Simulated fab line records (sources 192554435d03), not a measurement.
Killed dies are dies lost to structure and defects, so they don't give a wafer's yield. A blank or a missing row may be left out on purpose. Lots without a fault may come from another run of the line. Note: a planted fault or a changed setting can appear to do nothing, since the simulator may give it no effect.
2 desks looking at one fault | flow n5-finfet | each desk holds nothing but its own numbers, with what lay behind them at the end

== DESK OF THE TOOL OWNER: pecvd-02 ==
The tool's own readings at N5_BEOL_M11_DEP_56 (deposits SiCN from 3MS/NH3, target thk 30 nm, time 10.5 s): means of the sampled wafers that have a number, for each lot that ran on this tool. A lot is out of limits, marked OUT, if its mean lies more than 4 standard deviations from the usual mean; the brackets give that distance.
Columns: A = showerhead-plenum-p-Torr at N5_BEOL_M11_DEP_56, usual 4.154 Torr; B = throttle-valve-pct at N5_BEOL_M11_DEP_56, usual 17.6 %
lot  | first seen here | A     | B
L527 | day 11 03:03    | 4.158 | 18.2
L538 | day 14 11:53    | 4.148 | 18.2
L542 | day 15 07:02    | 4.153 | 17.8
L543 | day 15 07:26    | 4.149 | 18.1
This desk found nothing out of limits on any of the 4 lots.

== AT THE METROLOGY DESK ==
Lot by lot, what the gauges showed, no matter which tool ran the lot: averages of those sampled wafers that carry a number. A lot is out of limits, marked OUT, if its mean lies more than 4 standard deviations from the usual mean; the brackets give that distance.
Columns: A = M11_THK at N5_BEOL_M11_THK_MEAS_53, usual 138 nm; B = M11_RS at N5_BEOL_M11_RS_MEAS_57, usual 0.151 ohm/sq
lot  | first seen here | A   | B
L527 | day 11 02:59    | 139 | 0.149
L529 | day 11 17:25    | 139 | 0.150
L538 | day 14 11:50    | 138 | 0.151
L542 | day 15 06:59    | 133 | 0.157
L543 | day 15 07:23    | 142 | 0.147
L526 | day 16 14:25    | 138 | 0.151
L546 | day 18 04:14    | 141 | 0.147
This desk found nothing out of limits on any of the 7 lots.

== TAKEN TOGETHER ==
The desk of the tool owner found nothing out of limits.
Metrology desk: nothing out of limits seen.

== WHAT THE SIMULATOR PUT IN ==
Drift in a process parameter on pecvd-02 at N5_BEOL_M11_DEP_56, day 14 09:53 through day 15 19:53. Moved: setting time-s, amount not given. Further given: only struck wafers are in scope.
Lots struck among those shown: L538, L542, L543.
